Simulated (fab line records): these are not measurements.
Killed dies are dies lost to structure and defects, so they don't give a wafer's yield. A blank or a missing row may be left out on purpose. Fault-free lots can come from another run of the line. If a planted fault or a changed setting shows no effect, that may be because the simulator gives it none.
Matching of chambers    flow n5_finfet    rie_si-05 running N5_FIN_SAQP_MANDREL1_REMOVE_56: 4 sister chambers
The step chemistry HBr/Cl2/O2, target a-Si, stops on SiNx, bt time 10 s. 33 wafers are shown with their chamber, then 12 later ones without.

WAFERS WITH THEIR CHAMBER
wafer   chamber  drypump_motor_current_A (A)  oes_product_au (a.u.)
L074.2  1        5.8                          1.002
L074.3  3        6.5                          1.009
L074.6  1        5.7                          1.011
L075.1  0        6.6                          0.995
L075.2  3        6.5                          1.009
L075.5  0        6.6                          1.002
L076.2  1        5.8                          1.014
L076.5  3        6.5                          0.994
L076.6  0        6.7                          0.992
L077.1  1        5.7                          1.013
L077.5  0        6.7                          0.992
L077.6  3        6.5                          0.996
L078.1  3        6.5                          1.002
L078.3  1        5.7                          1.028
L078.6  3        6.5                          1.008
L082.1  2        6.5                          1.001
L082.2  1        5.7                          1.012
L082.5  3        6.5                          0.998
L084.2  3        6.5                          0.999
L084.4  1        5.7                          1.036
L084.6  0        6.7                          0.993
L086.3  3        6.5                          0.997
L086.4  0        6.7                          0.978
L086.6  3        6.5                          1.004
L087.1  3        6.5                          1.003
L087.2  1        5.7                          1.026
L087.3  0        6.7                          0.995
L088.1  0        6.6                          0.988
L088.4  1        5.8                          1.041
L088.6  1        5.8                          1.033
L089.1  1        5.7                          1.033
L089.2  2        6.5                          0.995
L089.3  3        6.5                          0.999

SIGNATURES (means of the wafers above)
reading                  chamber 0  chamber 1  chamber 2  chamber 3  scatter within a chamber
drypump_motor_current_A  6.662      5.736      6.500      6.500      0.039
oes_product_au           0.99187    1.02264    0.99800    1.00150    0.00882
Rule: a wafer's distance from a chamber is the root of the sum, over the readings, of the square of ((its reading less the chamber's mean) divided by the reading's scatter). If the next closest chamber is less than 2 further off than the closest, the wafer can't be placed; otherwise it belongs to the closest. The scatter: the root of (the sum of the squares of (reading less its chamber's mean) over the shown wafers, divided by (wafers less chambers)).

WAFERS MISSING THEIR CHAMBER
wafer   drypump_motor_current_A (A)  oes_product_au (a.u.)
L090.3  6.6                          1.004
L090.4  5.7                          1.031
L090.6  5.7                          1.023
L091.2  6.6                          0.991
L091.4  6.5                          1.000
L091.6  6.6                          1.000
L092.4  6.7                          0.982
L092.5  6.5                          0.985
L092.6  6.5                          1.015
L097.1  5.7                          1.032
L097.2  6.6                          0.985
L097.3  6.5                          1.011

WHICH CHAMBER EACH WENT THROUGH
wafer   from the rows above           in truth
L090.3  can't be placed: 0 or 3 or 2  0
L090.4  1                             1
L090.6  1                             1
L091.2  can't be placed: 0 or 2 or 3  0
L091.4  can't be placed: 3 or 2       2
L091.6  can't be placed: 0 or 3 or 2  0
L092.4  0                             0
L092.5  can't be placed: 2 or 3       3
L092.6  can't be placed: 3 or 2       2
L097.1  1                             1
L097.2  can't be placed: 0 or 2 or 3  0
L097.3  can't be placed: 3 or 2       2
Correctly placed: 4 of 12. Unplaceable from these rows: 8, with the true chamber sitting among the candidates in 8. Placed wrongly: 0.
